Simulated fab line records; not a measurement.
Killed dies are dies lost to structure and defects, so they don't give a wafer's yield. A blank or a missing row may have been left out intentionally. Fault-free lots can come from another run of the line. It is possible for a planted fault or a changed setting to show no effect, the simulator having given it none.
Chamber matching -- flow n5_finfet -- N5_BEOL_M10_ETCH_65 on rie_diel-04 has 4 sister chambers
The step etches SiARC in CF4, target depth 39 nm, time 65 s. 4 wafers are shown with their chamber, then 12 later ones without.

WAFERS WITH THEIR CHAMBER
wafer,chamber,showerhead_plenum_p_Torr (Torr)
L083.1,2,2.11
L084.5,3,2.19
L087.4,0,2.10
L087.6,1,2.18

WAFERS WHOSE CHAMBER IS MISSING
wafer,showerhead_plenum_p_Torr (Torr)
L089.2,2.09
L089.4,2.18
L089.5,2.09
L097.1,2.19
L097.2,2.10
L097.6,2.10
L094.1,2.10
L094.2,2.18
L094.6,2.09
L095.1,2.18
L095.4,2.18
L095.6,2.09

WHICH CHAMBER EACH WENT THROUGH
wafer,from the rows above,in truth
L089.2,can't be placed: 0 or 2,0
L089.4,can't be placed: 1 or 3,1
L089.5,can't be placed: 0 or 2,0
L097.1,can't be placed: 3 or 1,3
L097.2,can't be placed: 0 or 2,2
L097.6,can't be placed: 0 or 2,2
L094.1,can't be placed: 0 or 2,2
L094.2,can't be placed: 1 or 3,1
L094.6,can't be placed: 0 or 2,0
L095.1,can't be placed: 1 or 3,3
L095.4,can't be placed: 1 or 3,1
L095.6,can't be placed: 0 or 2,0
Correctly placed: 0 of 12. Unplaceable from these rows: 12, with the true chamber sitting among the candidates in 12. 0 placed wrongly.
How it was worked out, from the rows above alone: a wafer's distance from a chamber is the root of the sum, over the readings, of the square of ((its reading less the chamber's mean) divided by the reading's scatter). The wafer belongs to the nearest chamber; if the next one is less than 2 further off, it can't be placed. A chamber's mean is the mean of its shown wafers. The scatter: root of mean squared gap, hidden wafer to nearest shown wafer, with one shown wafer a chamber.
